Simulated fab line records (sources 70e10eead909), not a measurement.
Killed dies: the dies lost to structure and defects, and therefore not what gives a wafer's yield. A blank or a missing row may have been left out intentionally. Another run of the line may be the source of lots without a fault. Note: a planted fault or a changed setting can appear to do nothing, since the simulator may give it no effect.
fab line records	flow nand-harc
record lots=7	wafers=21	last-day=34
route steps=1302 shown A_BONDPAD@1210 END@1302
lots with no fault: from the same line, run without faults
start-h: hours from the record's first day to the start of the lot's first wafer shown	wait-h: hours since the lot's step before	" same as the row above	L1.1+2: a single row standing in for several wafers	- either no value or no given start	* or withheld: withheld	< > ~ a bound
route shown NAME@n: NAME is a module with steps in the file, n the number in the route of the first one	usual: average and standard deviation across the fault-free wafers	same: alike in all rows	chamber/n: place in a boat	sites: the reading at each site	_std_site: standard deviation of those values	_edge_site: outer sites' mean less inner sites'	radius-mm: how far each site lies from the wafer's centre	mask NAME#n: copy n	behind: the last tool/chamber to shape the wafer	hold: why the lot went on hold/how many hours it stayed there/how the hold came to an end	device: transistor that didn't switch, given as n, p or np	end of line: the same wafers' tests at the end of the route	a step without rows: its recipe alone	killed: count of dies lost to structure and defects at first sort (not the wafer's yield)	map: a wafer's dies, x killed, . not, _ none there
set.NAME: setting as actually run; set.NAME@STEP: the setting as run at that earlier step	model.NAME: the simulator's own value behind a step, which no gauge read
lots at selected steps of the route; one table per step, one row per wafer
services: when a tool's chamber went out of use (start-h, in hours from the record's first day, below 0 if earlier), for how many hours, and the reason
## steps
# step NHARC_A_BONDPAD_SOFTBAKE_04
# recipe temp-c=125	time-s=70
# step NHARC_A_BONDPAD_EBR_05
# step NHARC_A_BONDPAD_EXPOSE_06
# recipe na=0.55	dose-mj=36.99	mask-id=A_BPAD
# step NHARC_A_BONDPAD_PEB_07
# recipe peb-temp-c=128	peb-time-s=80
# step NHARC_A_BONDPAD_DEVELOP_08
# recipe time-s=50	dev-temp-c=22
# step NHARC_A_BONDPAD_CD_MEAS_09
# recipe target-cd-nm=500	landing-energy-ev=500
# usual cd-nm=499.8/1.3
lot.wafer	tool	chamber	start-h	wait-h	cd-nm
L652.1	cd-sem-02	0	553.19	-	499.1
L652.4	"	0	"	"	497.2
L652.5	"	0	"	"	500.7
L656.4	cd-sem-03	0	585.35	-	500.6
L656.5	"	0	"	"	500.4
L656.6	"	0	"	"	501.1
L664.1	cd-sem-01	0	649.55	-	501.7
L664.2	"	0	"	"	499.4
L664.5	"	0	"	"	500.5
L668.1	cd-sem-03	0	696.73	-	499.7
L668.4	"	0	"	"	499.3
L668.6	"	0	"	"	501.7
L669.1	cd-sem-01	0	697.55	-	499.9
L669.2	"	0	"	"	500.1
L669.5	"	0	"	"	498.3
L666.1	cd-sem-03	0	698.53	-	500.6
L666.2	"	0	"	"	496.4
L666.5	"	0	"	"	500.6
L672.3	cd-sem-03	0	770.89	-	499.3
L672.5	"	0	"	"	499.1
L672.6	"	0	"	"	497.8
# step NHARC_A_BONDPAD_OVL_MEAS_35
# usual overlay-x-nm=-2/6.7	overlay-y-nm=1/5.4
lot.wafer	tool	chamber	start-h	wait-h	overlay-x-nm	overlay-y-nm
L652.1	overlay-02	-	553.27	-	2	8
L652.4	"	-	"	"	2	8
L652.5	"	-	"	"	2	8
L656.4	overlay-01	-	585.43	-	-6	8
L656.5	"	-	"	"	-6	8
L656.6	"	-	"	"	-6	8
L664.1	overlay-01	-	649.66	-	3	4
L664.2	"	-	"	"	3	4
L664.5	"	-	"	"	2	4
L668.1	overlay-02	-	696.81	-	-7	0
L668.4	"	-	"	"	-7	1
L668.6	"	-	"	"	-7	0
L669.1	overlay-01	-	697.64	-	-1	-9
L669.2	"	-	"	"	-1	-9
L669.5	"	-	"	"	0	-9
L666.1	overlay-01	-	698.62	-	-6	5
L666.2	"	-	"	"	-6	6
L666.5	"	-	"	"	-6	6
L672.3	overlay-01	-	770.97	-	-9	10
L672.5	"	-	"	"	-9	10
L672.6	"	-	"	"	-9	10
# step NHARC_A_BONDPAD_HARDBAKE_10
# recipe temp-c=118	time-s=65
# step NHARC_A_BONDPAD_DESCUM_11
# recipe time-s=3	o2-flow-sccm=200	ar-flow-sccm=0	bias-power-w=0	chemistry=O2
# usual drypump-motor-current-A=5.63/0.28	oes-product-au=1.000/0.0074	rf-vpp-V=57.7/0.93	showerhead-plenum-p-Torr=1.88/0.064	throttle-valve-pct=11.312/0.0094
lot.wafer	tool	chamber	start-h	wait-h	drypump-motor-current-A	oes-product-au	rf-hours-counter-h	rf-vpp-V	showerhead-plenum-p-Torr	throttle-valve-pct
L652.1	rie-diel-04	0	553.41	-	5.86	0.996	2	56.6	1.84	11.322
L652.4	"	2	"	"	6.24	0.993	2	56.4	1.80	11.296
L652.5	"	0	"	"	5.82	0.994	-	57.8	1.84	11.315
L656.4	rie-diel-13	2	585.58	-	6.24	0.990	22	57.8	1.95	11.310
L656.5	"	3	"	"	6.28	0.997	-	57.2	1.96	11.301
L656.6	"	0	"	"	5.43	1.003	-	58.6	2.05	11.303
L664.1	rie-diel-08	3	649.78	-	5.36	0.987	3	58.9	1.86	11.316
L664.2	"	1	"	"	5.59	1.006	2	57.0	1.78	11.313
L664.5	"	3	"	"	5.36	0.997	-	59.1	1.86	11.311
L668.1	rie-diel-08	3	696.95	-	5.35	0.999	4	56.9	1.86	11.308
L668.4	"	0	"	"	5.30	1.007	4	56.3	1.87	11.318
L668.6	"	2	"	"	5.72	1.012	-	57.8	1.90	11.332
L669.2	rie-diel-08	3	697.78	-	5.36	0.991	5	58.1	1.86	11.314
L669.1	"	0	"	"	5.29	1.005	4	58.5	1.87	11.322
L669.5	"	1	"	"	5.60	1.000	-	56.7	1.78	11.301
L666.1	rie-diel-08	3	698.76	-	5.36	0.991	5	58.7	1.86	11.335
L666.2	"	0	"	"	5.25	1.013	4	57.5	1.87	11.300
L666.5	"	3	"	"	5.34	1.000	-	57.2	1.86	11.316
L672.3	rie-diel-08	2	771.10	-	5.70	1.000	1	57.3	1.90	11.330
L672.5	"	1	"	"	5.62	0.992	-	56.6	1.78	11.293
L672.6	"	2	"	"	5.72	1.005	-	57.3	1.90	11.309
# step NHARC_A_BONDPAD_ETCH_34
# recipe target-depth-a=600	overetch-a=180	time-s=65.91	ion-energy-ev=200	n2-flow-sccm=150	h2-flow-sccm=150	ar-flow-sccm=0	rf-w=400	bias-w=150	chemistry=N2/H2
# usual drypump-motor-current-A=5.63/0.28	h2-flow-sccm=150.0/0.49	oes-product-au=1.000/0.0073	rf-vpp-V=429.3/2.2	showerhead-plenum-p-Torr=2.00/0.071	throttle-valve-pct=14.171/0.0088
lot.wafer	tool	chamber	start-h	wait-h	drypump-motor-current-A	h2-flow-sccm	oes-product-au	rf-hours-counter-h	rf-vpp-V	showerhead-plenum-p-Torr	throttle-valve-pct
L652.4	rie-diel-04	0	553.49	0.1	5.84	150.1	0.999	2	428.4	1.96	14.172
L652.1	"	2	"	"	6.23	149.6	0.995	2	426.9	1.91	14.166
L652.5	"	0	"	"	5.82	149.8	0.992	-	428.0	1.96	14.191
L656.4	rie-diel-13	0	585.64	0.1	5.44	149.6	1.016	21	434.6	2.19	14.180
L656.5	"	0	"	"	5.44	149.6	1.010	-	436.3	2.19	14.175
L656.6	"	1	"	"	5.63	150.0	1.000	-	427.4	1.95	14.196
L664.1	rie-diel-08	2	649.88	0.1	5.69	150.0	1.016	2	431.2	2.02	14.171
L664.2	"	0	"	"	5.28	150.4	1.007	3	427.7	1.99	14.174
L664.5	"	2	"	"	5.70	150.4	1.016	-	429.2	2.02	14.177
L668.4	rie-diel-08	3	697.02	0.1	5.35	149.7	1.007	4	429.7	1.98	14.158
L668.1	"	0	"	"	5.29	148.9	1.019	4	429.1	1.99	14.180
L668.6	"	0	"	"	5.33	150.3	1.006	-	430.0	1.99	14.162
L669.1	rie-diel-08	0	697.85	0.1	5.28	149.9	1.005	4	428.0	1.99	14.165
L669.2	"	3	"	"	5.35	150.0	0.994	5	428.2	1.98	14.164
L669.5	"	0	"	"	5.30	150.4	1.001	-	427.6	1.99	14.175
L666.1	rie-diel-08	1	698.84	0.1	5.60	150.4	0.993	3	426.7	1.90	14.171
L666.2	"	2	"	"	5.71	150.6	1.000	4	430.6	2.02	14.160
L666.5	"	0	"	"	5.28	149.6	1.011	-	429.6	1.99	14.167
L672.3	rie-diel-08	0	771.19	0.1	5.29	150.3	0.997	1	428.8	1.99	14.156
L672.6	"	2	"	"	5.72	149.9	0.993	-	430.4	2.02	14.163
L672.5	"	3	"	"	5.38	150.0	0.994	-	430.3	1.98	14.175
# step NHARC_A_BONDPAD_ETCH_12
# recipe target-depth-a=2200	time-s=110	chf3-flow-sccm=50	o2-flow-sccm=10	ar-flow-sccm=200	rf-w=500	bias-w=200	chemistry=CHF3/O2
# usual drypump-motor-current-A=5.64/0.28	oes-product-au=0.946/0.022	rf-vpp-V=369.5/1.8	showerhead-plenum-p-Torr=2.35/0.074	throttle-valve-pct=20.573/0.0085
lot.wafer	tool	chamber	start-h	wait-h	drypump-motor-current-A	oes-product-au	rf-hours-counter-h	rf-vpp-V	showerhead-plenum-p-Torr	throttle-valve-pct
L652.4	rie-diel-04	0	-	-	5.79	0.968	2	369.4	2.32	20.577
L652.1	"	2	"	"	6.20	0.982	2	367.8	2.26	20.574
L652.5	"	0	"	"	5.84	0.973	-	369.4	2.32	20.581
L656.4	rie-diel-13	1	-	-	5.63	0.928	22	367.4	2.30	20.589
L656.5	"	1	"	"	5.62	0.923	-	368.2	2.30	20.580
L656.6	"	2	"	"	6.25	0.920	-	371.1	2.44	20.574
L664.1	rie-diel-08	2	-	-	5.71	0.979	2	371.3	2.39	20.562
L664.2	"	3	"	"	5.36	0.961	3	369.4	2.34	20.579
L664.5	"	0	"	"	5.29	0.965	-	368.8	2.34	20.572
L668.1	rie-diel-08	2	-	-	5.68	0.963	3	369.7	2.38	20.578
L668.4	"	0	"	"	5.29	0.975	4	370.1	2.34	20.582
L668.6	"	3	"	"	5.40	0.936	-	367.6	2.34	20.573
L669.2	rie-diel-08	0	-	-	5.27	0.984	4	370.1	2.34	20.574
L669.1	"	2	"	"	5.70	0.967	3	369.1	2.38	20.575
L669.5	"	0	"	"	5.30	0.982	-	369.1	2.34	20.583
L666.2	rie-diel-08	2	-	-	5.70	0.932	4	371.3	2.38	20.582
L666.1	"	3	"	"	5.36	0.923	5	369.1	2.34	20.587
L666.5	"	2	"	"	5.69	0.942	-	370.9	2.38	20.562
L672.3	rie-diel-08	3	-	-	5.37	0.974	1	369.7	2.34	20.590
L672.6	"	0	"	"	5.28	0.975	-	369.4	2.34	20.575
L672.5	"	1	"	"	5.61	0.956	-	368.5	2.24	20.573
# step NHARC_A_BONDPAD_CD_MEAS_13
# usual cd-nm=499.4/1.4
lot.wafer	tool	chamber	start-h	wait-h	cd-nm
L652.1	cd-sem-01	-	553.71	-	498.3
L652.4	"	-	"	"	496.8
L652.5	"	-	"	"	499.8
L656.4	cd-sem-02	-	585.88	-	500.7
L656.5	"	-	"	"	500.4
L656.6	"	-	"	"	500.9
L664.1	cd-sem-03	-	650.12	-	501.9
L664.2	"	-	"	"	499.6
L664.5	"	-	"	"	500.6
L668.1	cd-sem-01	-	697.26	-	498.7
L668.4	"	-	"	"	499.8
L668.6	"	-	"	"	501.0
L669.1	cd-sem-03	-	698.08	-	499.2
L669.2	"	-	"	"	500.8
L669.5	"	-	"	"	498.5
L666.1	cd-sem-03	-	699.06	-	499.8
L666.2	"	-	"	"	496.2
L666.5	"	-	"	"	499.2
L672.3	cd-sem-03	-	771.42	-	499.4
L672.5	"	-	"	"	499.5
L672.6	"	-	"	"	498.2
# step NHARC_A_BONDPAD_STRIP_15
# recipe o2-flow-sccm=500	ar-flow-sccm=0	bias-w=0	chemistry=O2
# usual chamber-pressure-mTorr=60.00/0.054	drypump-motor-current-A=5.73/0.28	oes-product-au=1.000/0.007	rf-vpp-V=57.6/0.91	showerhead-plenum-p-Torr=3.46/0.11	throttle-valve-pct=17.038/0.0095
lot.wafer	tool	chamber	start-h	wait-h	chamber-pressure-mTorr	drypump-motor-current-A	oes-product-au	rf-hours-counter-h	rf-vpp-V	showerhead-plenum-p-Torr	throttle-valve-pct
L652.4	rie-diel-04	0	553.79	0.1	60.06	5.84	0.999	2	57.7	3.41	17.031
L652.1	"	3	"	"	60.12	5.77	1.011	2	57.1	3.62	17.036
L652.5	"	1	"	"	59.89	5.69	1.001	-	59.3	3.57	17.030
L656.4	rie-diel-08	2	585.94	0.1	59.96	5.70	0.998	1	57.9	3.50	17.045
L656.6	"	2	"	"	59.98	5.71	0.996	-	58.5	3.50	17.026
L656.5	"	3	"	"	59.98	5.37	0.988	-	57.9	3.44	17.022
L664.2	rie-diel-04	0	650.21	0.1	59.98	5.79	0.997	13	56.3	3.40	17.035
L664.1	"	1	"	"	59.94	5.70	0.985	13	58.0	3.57	17.026
L664.5	"	1	"	"	60.05	5.69	0.987	-	58.3	3.57	17.032
L668.1	rie-diel-04	2	697.36	0.1	49.39	6.22	1.006	19	57.7	3.32	17.051
L668.4	"	0	"	"	49.24	5.85	1.000	25	58.9	3.40	17.035
L668.6	"	2	"	"	49.25	6.22	1.001	-	56.5	3.32	17.020
L669.1	rie-diel-04	0	698.17	0.1	49.23	5.81	1.016	25	57.9	3.40	17.038
L669.2	"	2	"	"	49.22	6.23	0.999	19	57.6	3.32	17.042
L669.5	"	0	"	"	49.26	5.81	0.999	-	57.3	3.40	17.038
L666.1	rie-diel-04	3	699.14	0.1	49.33	5.76	1.004	23	58.4	3.60	17.049
L666.2	"	2	"	"	49.36	6.24	0.997	19	55.8	3.32	17.022
L666.5	"	0	"	"	49.27	5.87	0.996	-	57.5	3.40	17.029
L672.3	rie-diel-04	1	771.53	0.1	60.00	5.69	0.988	6	59.0	3.56	17.018
L672.6	"	2	"	"	60.00	6.24	0.988	-	57.5	3.31	17.035
L672.5	"	3	"	"	60.12	5.81	0.994	-	58.7	3.60	17.038
# step NHARC_A_BONDPAD_ETCH_24
# recipe target-depth-a=300	over-etch-frac=0.3	time-s=72.99	ion-energy-ev=150	cf4-flow-sccm=50	n2-flow-sccm=100	ar-flow-sccm=150	rf-w=300	bias-w=100	chemistry=CF4/N2
# usual drypump-motor-current-A=5.74/0.28	oes-product-au=1.000/0.0066	rf-vpp-V=313.4/1.6	showerhead-plenum-p-Torr=2.58/0.084	throttle-valve-pct=19.794/0.0086
lot.wafer	tool	chamber	start-h	wait-h	drypump-motor-current-A	oes-product-au	rf-hours-counter-h	rf-vpp-V	showerhead-plenum-p-Torr	throttle-valve-pct
L652.4	rie-diel-04	3	-	-	5.76	1.000	2	313.8	2.69	19.804
L652.1	"	0	"	"	5.85	1.004	2	312.5	2.54	19.802
L652.5	"	1	"	"	5.68	0.995	-	316.2	2.66	19.784
L656.4	rie-diel-08	1	-	-	5.62	0.991	1	311.3	2.46	19.793
L656.5	"	0	"	"	5.27	1.004	-	313.7	2.56	19.787
L656.6	"	1	"	"	5.61	0.989	-	312.6	2.46	19.806
L664.2	rie-diel-04	1	650.37	0.1	5.68	0.996	13	314.4	2.66	19.797
L664.1	"	3	"	"	5.76	1.001	13	316.3	2.69	19.786
L664.5	"	3	"	"	5.74	1.001	-	314.9	2.69	19.792
L668.1	rie-diel-04	1	-	-	5.66	0.992	26	315.2	2.65	19.791
L668.4	"	2	"	"	6.23	1.003	19	311.9	2.47	19.789
L668.6	"	1	"	"	5.67	0.997	-	315.1	2.65	19.790
L669.2	rie-diel-04	2	-	-	6.21	1.004	19	311.6	2.47	19.784
L669.1	"	1	"	"	5.67	1.001	26	315.1	2.65	19.776
L669.5	"	2	"	"	6.23	0.999	-	311.2	2.47	19.788
L666.1	rie-diel-04	1	-	-	5.70	1.007	26	313.7	2.65	19.794
L666.2	"	0	"	"	5.88	1.005	25	312.5	2.53	19.788
L666.5	"	2	"	"	6.23	1.011	-	311.1	2.47	19.787
L672.3	rie-diel-04	0	-	-	5.81	0.997	7	312.8	2.52	19.777
L672.5	"	0	"	"	5.82	0.991	-	311.0	2.52	19.799
L672.6	"	1	"	"	5.68	0.993	-	314.3	2.65	19.793
# step NHARC_END_SORT_01
# recipe temp-c=25
# usual defect-limited-yield=90.7/3	killed-at-array=58/20	killed-at-other=0.9/1.4	killed-at-periphery=4/3.1	killed-dies=63/20	killed-open=3.3/1.8	killed-short=2.4/1.5
# same gross-dies=677
lot.wafer	tool	chamber	start-h	wait-h	defect-limited-yield[%]	killed-at-array	killed-at-other	killed-at-periphery	killed-dies	killed-open	killed-short
L652.1	prober-02	0	593.27	2.5	89.1	59	8	7	74	6	2
L652.4	prober-02	0	595.68	3.4	91.4	46	7	5	58	2	2
L652.5	prober-02	0	596.48	3.7	90.5	51	5	8	64	9	0
L656.4	prober-01	0	616.33	3.4	86.3	84	1	8	93	1	2
L656.5	prober-01	0	617.13	3.7	86.6	85	0	6	91	5	2
L656.6	prober-01	0	617.94	4.0	88.0	78	1	2	81	1	4
L664.1	prober-02	0	687.72	2.5	91.6	54	0	3	57	3	0
L664.2	prober-02	0	688.52	2.8	89.2	64	0	9	73	3	3
L664.5	prober-02	0	690.91	3.7	91.3	53	0	6	59	3	3
L666.1	prober-01	0	730.37	2.6	90.4	60	1	4	65	4	2
L666.2	prober-01	0	731.19	2.9	90.5	60	0	4	64	3	2
L666.5	prober-01	0	733.62	3.8	91.1	55	1	4	60	4	3
L669.1	prober-02	0	730.51	2.5	90.0	62	1	5	68	4	5
L669.2	prober-02	0	731.33	2.8	88.8	71	1	4	76	3	3
L669.5	prober-02	0	733.78	3.8	90.0	66	0	2	68	6	1
L668.1	prober-01	0	738.29	2.5	92.5	40	0	11	51	3	3
L668.4	prober-01	0	740.65	3.4	92.5	47	0	4	51	1	2
L668.6	prober-01	0	742.22	3.9	92.5	44	0	7	51	4	0
L672.3	prober-01	0	806.21	3.1	93.2	42	0	4	46	2	2
L672.5	prober-01	0	807.81	3.7	93.9	35	0	6	41	4	3
L672.6	prober-01	0	808.60	4.0	92.3	49	1	2	52	3	4
# killed by level:class
L652.1 A_CHANNEL_HOLE_D1:chamber-film-flake=38 THIN_TSV:chamber-film-flake=8 A_STAIRCASE:chamber-film-flake=6 A_CHANNEL_HOLE_D2:chamber-film-flake=4 A_M0:geometric-particle:open=3 P_STI:chamber-film-flake=3 P_GATE:chamber-film-flake=2 P_M1:chamber-film-flake=2
L652.4 A_CHANNEL_HOLE_D1:chamber-film-flake=31 THIN_TSV:chamber-film-flake=7 A_STAIRCASE:chamber-film-flake=6 P_GATE:chamber-film-flake=3 A_CHANNEL_HOLE_D2:chamber-film-flake=3 A_CONTACT:chamber-film-flake=2 P_M2:geometric-particle:open=1 A_SGD_CUT:geometric-particle:short=1
L652.5 A_CHANNEL_HOLE_D1:chamber-film-flake=29 P_GATE:chamber-film-flake=6 A_CHANNEL_HOLE_D2:chamber-film-flake=5 A_STAIRCASE:chamber-film-flake=5 THIN_TSV:chamber-film-flake=5 A_CONTACT:geometric-particle:open=2 A_BLC:geometric-particle:open=2 P_GATE:geometric-particle:open=1
L656.4 A_CHANNEL_HOLE_D2:chamber-film-flake=37 A_CHANNEL_HOLE_D1:chamber-film-flake=35 P_GATE:chamber-film-flake=4 A_CHANNEL_FILL_D2:chamber-film-flake=4 P_STI:chamber-film-flake=3 A_CHANNEL_FILL_D1:chamber-film-flake=3 A_ONON_D1:geometric-particle:short=1 A_ONON_D2:geometric-particle:short=1
L656.5 A_CHANNEL_HOLE_D2:chamber-film-flake=38 A_CHANNEL_HOLE_D1:chamber-film-flake=28 P_GATE:chamber-film-flake=4 A_CHANNEL_FILL_D1:chamber-film-flake=4 A_CONTACT:chamber-film-flake=3 A_DECK1_JOINT:geometric-particle:open=2 P_STI:chamber-film-flake=2 A_DECK1_JOINT:chamber-film-flake=2
L656.6 A_CHANNEL_HOLE_D2:chamber-film-flake=34 A_CHANNEL_HOLE_D1:chamber-film-flake=24 A_CHANNEL_FILL_D1:chamber-film-flake=4 A_CHANNEL_FILL_D2:chamber-film-flake=3 A_STAIRCASE:chamber-film-flake=3 A_SLIT:chamber-film-flake=3 A_CHANNEL_HOLE_D1:geometric-particle:short=2 A_CHANNEL_FILL_D1:geometric-particle:short=2
L664.1 A_CHANNEL_HOLE_D1:chamber-film-flake=28 A_CHANNEL_HOLE_D2:chamber-film-flake=15 A_STAIRCASE:chamber-film-flake=3 A_WL_FILL:chamber-film-flake=3 P_BONDPAD:chamber-film-flake=2 P_M0:geometric-particle:open=1 A_ONON_D1:geometric-particle:open=1 A_M1:geometric-particle:open=1
L664.2 A_CHANNEL_HOLE_D1:chamber-film-flake=36 A_CHANNEL_HOLE_D2:chamber-film-flake=20 P_BONDPAD:chamber-film-flake=8 A_CHANNEL_HOLE_D2:geometric-particle:open=2 P_CONTACT:geometric-particle:short=1 A_ONON_D1:geometric-particle:open=1 A_CHANNEL_FILL_D1:geometric-particle:short=1 A_SGD_CUT:geometric-particle:short=1
L664.5 A_CHANNEL_HOLE_D1:chamber-film-flake=32 A_CHANNEL_HOLE_D2:chamber-film-flake=12 P_BONDPAD:chamber-film-flake=4 A_ONON_D2:geometric-particle:short=2 P_CONTACT:geometric-particle:open=1 A_SOURCE_PLATE:geometric-particle:open=1 A_ONON_D1:geometric-particle:open=1 A_WL_FILL:geometric-particle:short=1
L666.1 A_SLIT:chamber-film-flake=34 A_CHANNEL_HOLE_D1:chamber-film-flake=10 A_STAIRCASE:chamber-film-flake=5 A_CONTACT:chamber-film-flake=5 P_M1:geometric-particle:open=2 A_CHANNEL_HOLE_D2:chamber-film-flake=2 P_GATE:geometric-particle:open=1 A_ONON_D1:geometric-particle:short=1
L669.1 A_SLIT:chamber-film-flake=18 A_CHANNEL_HOLE_D1:chamber-film-flake=17 A_CHANNEL_HOLE_D2:chamber-film-flake=8 A_BLC:chamber-film-flake=5 A_STAIRCASE:chamber-film-flake=3 P_M0:geometric-particle:open=2 P_GATE:chamber-film-flake=2 A_CONTACT:chamber-film-flake=2
L666.2 A_SLIT:chamber-film-flake=23 A_CHANNEL_HOLE_D1:chamber-film-flake=18 A_CONTACT:chamber-film-flake=8 A_STAIRCASE:chamber-film-flake=4 P_GATE:geometric-particle:open=1 P_CONTACT:geometric-particle:open=1 A_ONON_D2:geometric-particle:short=1 A_CHANNEL_FILL_D2:geometric-particle:open=1
L669.2 A_SLIT:chamber-film-flake=29 A_CHANNEL_HOLE_D2:chamber-film-flake=16 A_CHANNEL_HOLE_D1:chamber-film-flake=7 A_CONTACT:chamber-film-flake=6 A_BLC:chamber-film-flake=6 A_STAIRCASE:chamber-film-flake=4 A_M0:geometric-particle:open=2 P_GATE:geometric-particle:short=1
L666.5 A_SLIT:chamber-film-flake=23 A_CHANNEL_HOLE_D1:chamber-film-flake=11 A_CONTACT:chamber-film-flake=8 A_DECK1_JOINT:chamber-film-flake=3 P_CONTACT:geometric-particle:open=2 A_WL_FILL:geometric-particle:short=2 A_CHANNEL_HOLE_D2:chamber-film-flake=2 A_STAIRCASE:chamber-film-flake=2
L669.5 A_SLIT:chamber-film-flake=27 A_CHANNEL_HOLE_D2:chamber-film-flake=14 A_CONTACT:chamber-film-flake=7 A_CHANNEL_HOLE_D1:chamber-film-flake=6 A_M1:geometric-particle:open=3 A_BLC:chamber-film-flake=3 P_M1:geometric-particle:open=1 A_ONON_D1:geometric-particle:short=1
L668.1 A_CHANNEL_HOLE_D1:chamber-film-flake=30 P_M2:chamber-film-flake=6 A_SLIT:chamber-film-flake=3 P_ZERO_WELL:chamber-film-flake=2 A_CONTACT:chamber-film-flake=2 P_GATE:geometric-particle:short=1 P_CONTACT:geometric-particle:open=1 A_CHANNEL_HOLE_D1:geometric-particle:short=1
L668.4 A_CHANNEL_HOLE_D1:chamber-film-flake=30 P_M2:chamber-film-flake=4 A_SLIT:chamber-film-flake=4 A_CONTACT:chamber-film-flake=4 A_WL_FILL:chamber-film-flake=2 A_WL_FILL:geometric-particle:short=1 A_CONTACT:geometric-particle:short=1 A_M0:geometric-particle:open=1
L668.6 A_CHANNEL_HOLE_D1:chamber-film-flake=32 P_M2:chamber-film-flake=5 A_SLIT:chamber-film-flake=3 A_M0:geometric-particle:open=2 A_STAIRCASE:chamber-film-flake=2 A_CONTACT:chamber-film-flake=2 P_M1:geometric-particle:open=1 A_CHANNEL_FILL_D1:geometric-particle:open=1
L672.3 A_CHANNEL_HOLE_D1:chamber-film-flake=15 A_STAIRCASE:chamber-film-flake=10 A_CONTACT:chamber-film-flake=7 A_SLIT:chamber-film-flake=4 P_GATE:chamber-film-flake=2 P_CONTACT:geometric-particle:short=1 A_ONON_D1:geometric-particle:open=1 A_CHANNEL_HOLE_D2:geometric-particle:open=1
L672.5 A_CHANNEL_HOLE_D1:chamber-film-flake=9 A_SLIT:chamber-film-flake=9 A_STAIRCASE:chamber-film-flake=4 A_CONTACT:chamber-film-flake=3 P_M2:geometric-particle:open=2 P_GATE:chamber-film-flake=2 A_ZERO_WELL:chamber-film-flake=2 P_M0:geometric-particle:open=1
L672.6 A_CHANNEL_HOLE_D1:chamber-film-flake=16 A_STAIRCASE:chamber-film-flake=11 A_SLIT:chamber-film-flake=6 A_CONTACT:chamber-film-flake=6 P_GATE:chamber-film-flake=2 A_WL_FILL:chamber-film-flake=2 A_ONON_D1:geometric-particle:short=1 A_DECK1_JOINT:geometric-particle:short=1
## services
tool	chamber	start-h	hours	kind
rie-diel-08	1	531.43	16.2	repair
rie-diel-04	-	532.65	9.0	pm
rie-diel-08	-	544.80	9.0	pm
rie-diel-08	0	544.80	9.0	vent-cycle
rie-diel-08	2	544.80	9.0	vent-cycle
rie-diel-08	3	544.80	9.0	vent-cycle
rie-diel-08	0	553.80	-	clean
rie-diel-08	1	553.80	-	clean
rie-diel-08	2	553.80	-	clean
rie-diel-08	3	553.80	-	clean
rie-diel-08	0	578.30	-	clean
rie-diel-08	1	578.30	-	clean
rie-diel-08	2	578.30	-	clean
rie-diel-08	-	592.77	2.5	repair
rie-diel-08	2	596.07	8.9	repair
rie-diel-08	2	621.34	4.0	repair
rie-diel-04	2	628.00	28.6	repair
rie-diel-04	3	639.10	1.6	repair
rie-diel-08	1	681.08	14.5	repair
rie-diel-13	-	696.12	9.0	pm
rie-diel-04	-	709.65	9.0	pm
rie-diel-08	-	721.80	9.0	pm
rie-diel-08	0	742.08	6.3	repair
rie-diel-13	-	743.94	0.9	repair
## key
first-sign step=NHARC_A_BONDPAD_STRIP_15	reading=chamber-pressure-mTorr	direction=down	sigmas=99+	usual=60.00	struck=49.28
effect none on later readings
met-at NHARC_A_BONDPAD_STRIP_15
struck-wafers L666.1,L666.2,L666.5,L668.1,L668.4,L668.6,L669.1,L669.2,L669.5
onset-between 650.21 697.36
fault kind=process-parameter-drift	tool=rie-diel-04	chamber=-	onset-h=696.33	steps=NHARC_A_BONDPAD_STRIP_15	channel=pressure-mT	offset=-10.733	shape=step	end-h=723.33	acts-in=these-recipes-only	stated=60
